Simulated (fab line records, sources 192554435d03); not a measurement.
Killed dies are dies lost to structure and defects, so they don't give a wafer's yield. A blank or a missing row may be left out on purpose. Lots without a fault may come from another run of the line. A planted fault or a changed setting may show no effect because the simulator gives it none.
Problem report in the 8D (eight disciplines) form, filled by code | flow n5_finfet | the parts of the form that need people (team, actions taken, sign-off) are left out

1. THE PROBLEM
RC_N at N5_BEOL_M4_RC_MEAS_101 reads a mean of 28.1 ohm.um on 6 wafers of 2 lots; wafers without a fault read 15.5 ohm.um with a standard deviation of 0.36. That is +35 standard deviations from the usual mean.
First seen on wafer L912.1, day 16 22:43, on prober-01. The record holds 25 wafers of 9 lots with a number at this step. Rule for "out", or "out of limits": more than 4 standard deviations from the usual mean. The other wafers with a number count as sound.

2. WHAT IT IS AND WHAT IT IS NOT
question                    | is                                                 | is not
which readings at this step | RC_N, RC_DENSE_N, RC_DENSE_P, RC_P, REXT_N, REXT_P | DIBL_N, ION_N, SS_N, SS_P, VT_N, VT_P
which lots                  | L912, L914                                         | L903, L906, L919, L922, L924, L925, L926
which wafers of those lots  | all that have a number                             | -
read on which gauges        | prober-01, prober-02                               | -
when                        | from day 16 22:43                                  | up to then (6 sound wafers); but 13 sound wafers of L919, L922, L924, L925, L926 came after

3. SUSPECTS, AND WHAT RULES EACH OUT
Counting: a tool at a process step up to the reading stays a suspect if it ran every lot that is out and no sound lot after the first of them.
- the gauge at N5_BEOL_M4_RC_MEAS_101: ruled out. The wafers that are out were read on 2 gauges (prober-01, prober-02).
- rie_diel-02 at N5_MOL_CONTACT_COAG_ETCH_106 (etches SOC in N2/H2, target depth 80 nm, overetch 16 nm, time 120 s): ruled out as a lasting fault. Sound lots L925 ran on it after its first lot that is out, L912 (day 6 22:15).
- rie_diel-02 at N5_MOL_CONTACT_COAG_ETCH_110 (etches Si in CF4/O2, target depth 2.5 nm, time 8 s): ruled out as a lasting fault. Sound lots L925 ran on it after its first lot that is out, L912 (day 6 22:33).
- implanter-02 at N5_MOL_CONTACT_COAG_IMPLANT_129: ruled out as a lasting fault. Sound lots L924 ran on it after its first lot that is out, L912 (day 6 22:45).
Left after counting: nothing in the record.

4. THE CAUSE (what the simulator had put in)
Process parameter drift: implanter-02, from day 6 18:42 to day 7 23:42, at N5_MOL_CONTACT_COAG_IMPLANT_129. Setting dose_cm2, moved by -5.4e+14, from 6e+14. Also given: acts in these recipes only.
Counting ruled it out, wrongly: the rule takes a fault to strike every lot that its tool runs from its start on, and this one did not.

5. THE CHAIN OF EFFECTS, in route order
Each row: a reading whose mean over the struck wafers that have a number lies more than 3 standard deviations from the usual. Only readings for which the record gives a usual standard deviation are gone through. hours: the time from each lot's start at the first step in this table that gives one to its start at this step, as a median over the lots. sigmas: the change in usual standard deviations.
hours | step                            | reading            | usual        | on struck wafers | change     | sigmas
0     | N5_MOL_CONTACT_COAG_IMPLANT_129 | beam_on_s          | 39 s         | 10               | -29        | -5.6
0     | N5_MOL_CONTACT_COAG_IMPLANT_129 | dose_ions_cm2      | 5.999e+14    | 5.982e+13        | -5.401e+14 | -99 or more
0     | N5_MOL_CONTACT_COAG_IMPLANT_129 | faraday_current_uA | 1986         | 749              | -1237      | -4.6
237   | N5_BEOL_M4_RC_MEAS_101          | RC_DENSE_N         | 19.1 ohm.um  | 34.6             | +15.5      | +34
237   | N5_BEOL_M4_RC_MEAS_101          | RC_DENSE_P         | 23.9 ohm.um  | 43.3             | +19.4      | +32
237   | N5_BEOL_M4_RC_MEAS_101          | RC_N               | 15.5 ohm.um  | 28.1             | +12.6      | +35
237   | N5_BEOL_M4_RC_MEAS_101          | RC_P               | 19.4 ohm.um  | 35.3             | +15.9      | +33
237   | N5_BEOL_M4_RC_MEAS_101          | REXT_N             | 74.8 ohm.um  | 88.4             | +13.6      | +7.6
237   | N5_BEOL_M4_RC_MEAS_101          | REXT_P             | 100.9 ohm.um | 114.2            | +13.3      | +6.0
The process steps in it:
- N5_MOL_CONTACT_COAG_IMPLANT_129

6. WHAT WOULD HAVE CAUGHT IT SOONER
In this record the first reading out of limits at a measuring or inspecting step was taken at day 16 22:43, 244 hours after the fault began at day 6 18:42.
The tool's own readings at N5_MOL_CONTACT_COAG_IMPLANT_129 were out on every struck wafer that the step has a row for (beam_on_s, dose_ions_cm2, faraday_current_uA): an alarm limit on them would have fired on the first of those.
